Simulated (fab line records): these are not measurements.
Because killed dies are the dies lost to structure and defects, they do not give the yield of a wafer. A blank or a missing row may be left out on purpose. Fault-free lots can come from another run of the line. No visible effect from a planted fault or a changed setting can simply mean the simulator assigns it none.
fab line records ; flow nand_harc
record lots=14; wafers=42; last_day=25
route steps=1159 shown P_BONDPAD@371 A_ONON_D1@424 END@1159
lots that met no fault: from a run of the same line without faults
start_h: start of the lot's first displayed wafer, in hours after the record's first day ; wait_h: hours since the lot's step before ; " unchanged from the row above ; L1.1+2: a row that stands for several wafers ; - no value present, or no start provided ; * or withheld: withheld ; < > ~ a bound
route shown NAME@n: NAME is a module with steps in the file, n the number in the route of the first one ; usual: the fault-free wafers' mean and standard deviation ; same: alike in all rows ; chamber/n: place in a boat ; sites: each site's reading ; _std_site: how widely they spread, as a standard deviation ; _edge_site: outer sites' mean less inner sites' ; radius_mm: how far each site lies from the wafer's centre ; mask NAME#n: copy n ; behind: the tool/chamber that last shaped the wafer ; hold: why the lot was held/for how many hours/how that ended ; device: transistor that didn't switch, given as n, p or np ; end of line: the route-end tests of the same wafers ; a step without rows: its recipe alone ; killed: dies that structure and defects cost at the first sort, which is not the same as the wafer's yield ; map: per-die view of a wafer (x killed, . not killed, _ where there is no die)
set.NAME: the run value of the setting; set.NAME@STEP: its run value at that earlier step ; model.NAME: the simulator's own value behind a step, which no gauge read
steps of the route over a sample of lots; a table a step, a row a wafer
services: a tool's chamber out of use, with start hour (start_h, from the record's first day; less than 0 if before it), hours out, and reason
## steps
# step NHARC_P_BONDPAD_STRIP_15
# recipe o2_flow_sccm=500; ar_flow_sccm=0; bias_w=0; chemistry=O2
# usual drypump_motor_current_A=5.9/0.44; o2_flow_sccm=499.9/1.5; oes_product_au=0.996/0.011; rf_vpp_V=57.8/0.84; showerhead_plenum_p_Torr=3.54/0.11; throttle_valve_pct=17.036/0.0086
# same bias_w=0
lot.wafer;tool;chamber;start_h;wait_h;drypump_motor_current_A;o2_flow_sccm;oes_product_au;rf_hours_counter_h;rf_vpp_V;showerhead_plenum_p_Torr;throttle_valve_pct
L257.1;rie_diel-12;2;139.62;0.1;6.2;498.5;0.988;10;57.6;3.70;17.025
L257.4;rie_diel-12;0;139.62;0.1;6.3;498.9;1.005;10;59.5;3.42;17.043
L257.3;rie_diel-12;1;139.62;0.1;5.1;499.8;1.005;10;56.6;3.47;17.052
L259.2;rie_diel-05;1;143.00;0.1;5.3;499.9;0.999;46;57.1;3.39;17.027
L259.1;rie_diel-05;2;143.00;0.1;6.7;499.4;1.010;49;57.4;3.70;17.037
L259.5;rie_diel-05;1;143.00;0.1;5.3;498.0;1.009;-;57.4;3.39;17.039
L260.1;rie_diel-12;2;148.17;0.1;6.2;499.1;0.979;11;57.8;3.70;17.028
L260.6;rie_diel-12;2;148.17;0.1;6.2;500.8;0.974;-;59.1;3.70;17.026
L260.5;rie_diel-12;3;148.17;0.1;5.9;497.2;0.998;-;59.0;3.58;17.047
L261.4;rie_diel-05;1;157.16;0.1;5.3;498.9;1.004;48;57.6;3.39;17.028
L261.1;rie_diel-05;3;157.16;0.1;5.7;498.8;0.998;51;57.8;3.43;17.039
L261.5;rie_diel-05;2;157.16;0.1;6.7;500.8;1.003;-;58.1;3.69;17.034
L262.1;rie_diel-05;2;157.99;0.1;6.7;502.7;1.010;52;56.6;3.69;17.035
L262.3;rie_diel-05;0;157.99;0.1;5.9;499.6;0.998;49;57.4;3.48;17.035
L262.5;rie_diel-05;2;157.99;0.1;6.7;502.0;1.020;-;56.9;3.70;17.045
L264.2;rie_diel-12;2;164.93;0.1;6.2;500.6;0.982;14;57.7;3.70;17.035
L264.1;rie_diel-12;3;164.93;0.1;6.0;499.6;0.994;12;57.8;3.58;17.027
L264.4;rie_diel-12;0;164.93;0.1;6.3;498.6;0.985;13;57.8;3.41;17.031
L268.2;rie_diel-12;0;188.39;0.1;6.3;500.5;1.000;15;56.5;3.41;17.038
L268.3;rie_diel-12;2;188.39;0.1;6.2;501.1;0.988;16;59.2;3.70;17.025
L268.6;rie_diel-12;3;188.39;0.1;5.9;500.5;1.004;-;58.6;3.58;17.034
L269.3;rie_diel-06;3;206.70;0.1;6.1;499.1;1.021;55;58.2;3.61;17.022
L269.2;rie_diel-06;0;206.70;0.1;6.2;502.5;1.007;48;57.6;3.61;17.031
L269.4;rie_diel-06;1;206.70;0.1;5.7;502.0;1.006;49;57.6;3.53;17.018
L270.2;rie_diel-06;3;207.29;0.1;6.1;498.6;1.024;56;57.5;3.61;17.041
L270.4;rie_diel-06;0;207.29;0.1;6.2;500.0;0.993;48;57.9;3.61;17.032
L270.5;rie_diel-06;0;207.29;0.1;6.2;502.2;1.004;-;58.2;3.61;17.047
L273.3;rie_diel-12;1;224.90;0.1;5.2;500.3;1.014;1;57.0;3.47;17.055
L273.1;rie_diel-12;3;224.90;0.1;6.0;498.4;0.999;1;57.4;3.58;17.037
L273.6;rie_diel-12;2;224.90;0.1;6.2;500.8;1.000;-;59.2;3.70;17.023
L276.3;rie_diel-12;3;246.11;0.1;6.0;502.8;0.988;3;58.5;3.58;17.037
L276.1;rie_diel-12;1;246.11;0.1;5.2;500.2;1.007;4;58.0;3.47;17.035
L276.5;rie_diel-12;2;246.11;0.1;6.2;501.2;0.993;-;58.8;3.70;17.029
L277.2;rie_diel-05;2;248.47;0.1;6.7;498.5;0.986;23;58.6;3.68;17.042
L277.3;rie_diel-05;3;248.47;0.1;5.7;500.2;0.984;27;58.2;3.41;17.050
L277.4;rie_diel-05;0;248.47;0.1;5.9;499.1;0.992;-;58.4;3.46;17.024
L279.4;rie_diel-12;1;260.50;0.1;5.1;501.2;1.014;5;58.2;3.47;17.022
L279.6;rie_diel-12;3;260.50;0.1;6.0;501.2;0.991;-;56.7;3.58;17.047
L279.5;rie_diel-12;0;260.50;0.1;6.3;501.7;0.983;-;58.6;3.41;17.041
L280.2;rie_diel-12;1;277.83;0.1;5.2;498.9;1.011;7;58.5;3.46;17.027
L280.5;rie_diel-12;2;277.83;0.1;6.2;497.8;0.992;-;58.4;3.70;17.042
L280.6;rie_diel-12;3;277.83;0.1;6.0;498.9;0.993;-;57.2;3.57;17.037
# step NHARC_P_BONDPAD_INSPECT_23
# usual raw_defect_count=305/86
lot.wafer;tool;chamber;start_h;wait_h;raw_defect_count
L257.1;defect_inspect-02;-;141.77;0.0;524
L257.3;defect_inspect-02;-;141.77;0.0;229
L257.4;defect_inspect-02;-;141.77;0.0;281
L259.1;defect_inspect-01;-;145.20;0.0;311
L259.2;defect_inspect-01;-;145.20;0.0;203
L259.5;defect_inspect-01;-;145.20;0.0;364
L260.1;defect_inspect-02;-;150.34;0.0;280
L260.5;defect_inspect-02;-;150.34;0.0;274
L260.6;defect_inspect-02;-;150.34;0.0;430
L261.1;defect_inspect-01;-;159.33;0.0;228
L261.4;defect_inspect-01;-;159.33;0.0;225
L261.5;defect_inspect-01;-;159.33;0.0;319
L262.1;defect_inspect-02;-;160.17;0.1;195
L262.3;defect_inspect-02;-;160.17;0.1;313
L262.5;defect_inspect-02;-;160.17;0.1;223
L264.1;defect_inspect-01;-;167.08;0.0;271
L264.2;defect_inspect-01;-;167.08;0.0;279
L264.4;defect_inspect-01;-;167.08;0.0;254
L268.2;defect_inspect-02;-;190.56;0.0;414
L268.3;defect_inspect-02;-;190.56;0.0;332
L268.6;defect_inspect-02;-;190.56;0.0;262
L269.2;defect_inspect-01;-;209.00;0.1;293
L269.3;defect_inspect-01;-;209.00;0.1;266
L269.4;defect_inspect-01;-;209.00;0.1;315
L270.2;defect_inspect-01;-;209.45;0.0;267
L270.4;defect_inspect-01;-;209.45;0.0;402
L270.5;defect_inspect-01;-;209.45;0.0;389
L273.1;defect_inspect-02;-;227.05;0.0;320
L273.3;defect_inspect-02;-;227.05;0.0;363
L273.6;defect_inspect-02;-;227.05;0.0;337
L276.1;defect_inspect-01;-;248.33;0.0;156
L276.3;defect_inspect-01;-;248.33;0.0;162
L276.5;defect_inspect-01;-;248.33;0.0;319
L277.2;defect_inspect-01;-;250.73;0.0;291
L277.3;defect_inspect-01;-;250.73;0.0;234
L277.4;defect_inspect-01;-;250.73;0.0;294
L279.4;defect_inspect-02;-;262.66;0.0;186
L279.5;defect_inspect-02;-;262.66;0.0;522
L279.6;defect_inspect-02;-;262.66;0.0;245
L280.2;defect_inspect-01;-;279.96;0.0;211
L280.5;defect_inspect-01;-;279.96;0.0;413
L280.6;defect_inspect-01;-;279.96;0.0;268
# step NHARC_A_ONON_D1_DEP_00
# recipe target_thk_a=10000; n2_flow_sccm=2750; n2o_flow_sccm=2000; nh3_flow_sccm=500; sih4_flow_sccm=210; temp_c=400
lot.wafer;tool;chamber;start_h;wait_h
L259.1+2+5;pecvd_onon-02;0;169.18;0.1
L257.1+3+4;pecvd_onon-03;0;169.18;0.1
L260.1+5+6;pecvd_onon-04;0;173.61;0.1
L261.1+4+5;pecvd_onon-03;0;183.22;0.2
L262.1+3+5;pecvd_onon-02;0;183.31;0.3
L264.1+2+4;pecvd_onon-04;0;190.56;0.1
L268.2+3+6;pecvd_onon-04;0;211.81;0.1
L269.2+3+4;pecvd_onon-04;0;236.48;0.1
L270.2+4+5;pecvd_onon-02;0;236.48;0.1
L273.1+3+6;pecvd_onon-04;0;250.00;0.1
L276.1+3+5;pecvd_onon-02;0;269.80;0.1
L277.2+3+4;pecvd_onon-03;0;270.20;0.4
L279.4+5+6;pecvd_onon-03;0;288.35;0.2
L280.2+5+6;pecvd_onon-02;0;306.12;0.1
# step NHARC_A_ONON_D1_THK_MEAS_02
# recipe thk_meas_gauge=ellipsometry
# usual thk_nm=999/9.2
lot.wafer;tool;chamber;start_h;wait_h;thk_nm
L259.1;film_metro-01;-;169.69;-;995
L259.2;film_metro-01;-;169.69;-;992
L259.5;film_metro-01;-;169.69;-;996
L257.1;film_metro-02;-;169.69;-;1003
L257.3;film_metro-02;-;169.69;-;1004
L257.4;film_metro-02;-;169.69;-;1005
L260.1;film_metro-01;-;174.12;-;1000
L260.5;film_metro-01;-;174.12;-;1001
L260.6;film_metro-01;-;174.12;-;1000
L261.1;film_metro-01;-;183.73;-;998
L261.4;film_metro-01;-;183.73;-;999
L261.5;film_metro-01;-;183.73;-;997
L262.1;film_metro-01;-;183.83;-;996
L262.3;film_metro-01;-;183.83;-;997
L262.5;film_metro-01;-;183.83;-;998
L264.1;film_metro-02;-;191.06;-;997
L264.2;film_metro-02;-;191.06;-;997
L264.4;film_metro-02;-;191.06;-;998
L268.2;film_metro-02;-;212.27;-;1025
L268.3;film_metro-02;-;212.27;-;1024
L268.6;film_metro-02;-;212.27;-;1025
L269.2;film_metro-02;-;236.93;-;1350
L269.3;film_metro-02;-;236.93;-;1351
L269.4;film_metro-02;-;236.93;-;1350
L270.2;film_metro-02;-;236.96;-;997
L270.4;film_metro-02;-;236.96;-;996
L270.5;film_metro-02;-;236.96;-;995
L273.1;film_metro-02;-;250.53;-;1346
L273.3;film_metro-02;-;250.53;-;1349
L273.6;film_metro-02;-;250.53;-;1347
L276.1;film_metro-01;-;270.31;-;1008
L276.3;film_metro-01;-;270.31;-;1006
L276.5;film_metro-01;-;270.31;-;1009
L277.2;film_metro-01;-;270.66;-;992
L277.3;film_metro-01;-;270.66;-;993
L277.4;film_metro-01;-;270.66;-;992
L279.4;film_metro-02;-;288.70;-;1000
L279.5;film_metro-02;-;288.70;-;999
L279.6;film_metro-02;-;288.70;-;1001
L280.2;film_metro-02;-;306.58;-;988
L280.5;film_metro-02;-;306.58;-;988
L280.6;film_metro-02;-;306.58;-;986
# step NHARC_END_SORT_01
# recipe temp_c=25
# usual killed_at_array=29/11; killed_at_other=0.5/0.8; killed_at_periphery=3.5/2.8; killed_dies=33/12; killed_open=3.1/1.8; killed_short=1.8/1.4
# same gross_dies=677
lot.wafer;tool;chamber;start_h;wait_h;killed_at_array;killed_at_other;killed_at_periphery;killed_dies;killed_open;killed_short
L269.2;prober-02;0;513.15;2.8;672;1;4;677;6;3
L269.3;prober-02;0;513.95;3.1;677;0;0;677;3;2
L269.4;prober-02;0;514.75;3.4;676;0;1;677;3;2
L273.1;prober-02;0;542.63;2.5;671;0;6;677;10;3
L273.3;prober-02;0;544.23;3.1;674;0;3;677;1;2
L273.6;prober-02;0;546.62;4.0;672;1;4;677;6;3
# killed by level:class
L269.2 A_ONON_D1:area_dep=647 A_SLIT:chamber_film_flake=16 P_GATE:geometric_particle:short=2 A_CHANNEL_HOLE_D1:chamber_film_flake=2 P_M0:geometric_particle:open=1 A_ONON_D1:geometric_particle:open=1 A_CHANNEL_FILL_D1:geometric_particle:open=1 A_CONTACT:geometric_particle:short=1
L269.3 A_ONON_D1:area_dep=644 A_SLIT:chamber_film_flake=16 A_CHANNEL_HOLE_D1:chamber_film_flake=6 A_CONTACT:chamber_film_flake=3 A_STAIRCASE:chamber_film_flake=2 A_CHANNEL_HOLE_D1:geometric_particle:short=1 A_CHANNEL_HOLE_D1:geometric_particle:open=1 A_CHANNEL_FILL_D1:geometric_particle:short=1
L269.4 A_ONON_D1:area_dep=641 A_SLIT:chamber_film_flake=18 A_CHANNEL_HOLE_D1:chamber_film_flake=6 A_STAIRCASE:chamber_film_flake=2 A_CONTACT:chamber_film_flake=2 A_CHANNEL_HOLE_D1:geometric_particle:short=1 A_WL_FILL:geometric_particle:open=1 A_CONTACT:geometric_particle:short=1
L273.1 A_ONON_D1:area_dep=638 A_CHANNEL_HOLE_D1:chamber_film_flake=16 A_STAIRCASE:chamber_film_flake=4 A_WL_FILL:geometric_particle:short=3 A_M0:geometric_particle:open=3 P_GATE:geometric_particle:open=1 P_CONTACT:geometric_particle:open=1 P_M0:geometric_particle:open=1
L273.3 A_ONON_D1:area_dep=641 A_CHANNEL_HOLE_D1:chamber_film_flake=23 A_CONTACT:chamber_film_flake=4 P_M0:chamber_film_flake=2 A_CHANNEL_FILL_D1:chamber_film_flake=2 A_STAIRCASE:chamber_film_flake=2 P_CONTACT:geometric_particle:open=1 A_SOURCE_PLATE:geometric_particle:short=1
L273.6 A_ONON_D1:area_dep=637 A_CHANNEL_HOLE_D1:chamber_film_flake=18 A_STAIRCASE:chamber_film_flake=5 A_CONTACT:chamber_film_flake=3 A_ONON_D1:geometric_particle:open=2 P_M0:chamber_film_flake=2 P_GATE:geometric_particle:open=1 A_CHANNEL_FILL_D1:geometric_particle:short=1
## services
tool;chamber;start_h;hours;kind
rie_diel-06;1;127.19;12.3;repair
rie_diel-05;-;128.15;0.9;repair
rie_diel-12;0;132.66;-;clean
rie_diel-12;1;132.66;-;clean
rie_diel-12;2;132.66;-;clean
rie_diel-12;3;132.66;-;clean
pecvd_onon-03;-;153.00;13.0;pm
rie_diel-12;0;157.16;-;clean
rie_diel-12;1;157.16;-;clean
rie_diel-12;2;157.16;-;clean
rie_diel-05;-;164.57;9.0;pm
rie_diel-06;2;165.12;11.5;repair
rie_diel-12;-;202.40;9.0;pm
pecvd_onon-04;-;220.87;1.0;repair
rie_diel-05;2;232.68;11.8;repair
pecvd_onon-04;-;237.00;13.0;pm
rie_diel-05;3;238.63;4.1;repair
rie_diel-05;1;240.59;11.9;repair
rie_diel-06;-;241.24;9.0;pm
rie_diel-12;0;241.27;6.4;repair
rie_diel-12;-;264.57;0.6;repair
rie_diel-05;0;278.79;4.6;repair
pecvd_onon-02;-;289.71;1.1;repair
pecvd_onon-02;-;292.21;13.0;pm
## key
first_sign step=NHARC_A_ONON_D1_THK_MEAS_02; reading=thk_nm; direction=up; sigmas=38; usual=999; struck=1349
effect step=NHARC_END_SORT_01; reading=killed_at_array; direction=up; sigmas=57; usual=29; struck=674
more_kills_born_at NHARC_A_ONON_D1_DEP_00@pecvd_onon-04=3848
met_at NHARC_A_ONON_D1_DEP_00
struck_lots L269,L273
later_rows_left_out L269.2,L269.3,L269.4,L273.1,L273.3,L273.6
tester_left_out L269,L273
not_acting_at NHARC_P_BONDPAD_STRIP_15,NHARC_P_BONDPAD_INSPECT_23
onset_between 211.81 236.48
fault kind=process_parameter_drift; tool=pecvd_onon-04; chamber=-; onset_h=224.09; steps=NHARC_A_ONON_D1_DEP_00; channel=target_thk_a; offset=*; shape=step; end_h=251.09; acts_in=*; stated=*
# tester_left_out: of these lots the tester's yield and bins aren't shown, on N5 and GAA mostly nor the transistor test; their killed dies are dies lost to structure and defects alone, not to doping, threshold or leakage, so they don't give the yield
# later_rows_left_out: the simulator's readings of these wafers behind a module that went badly wrong aren't trusted and aren't shown, but for the sort
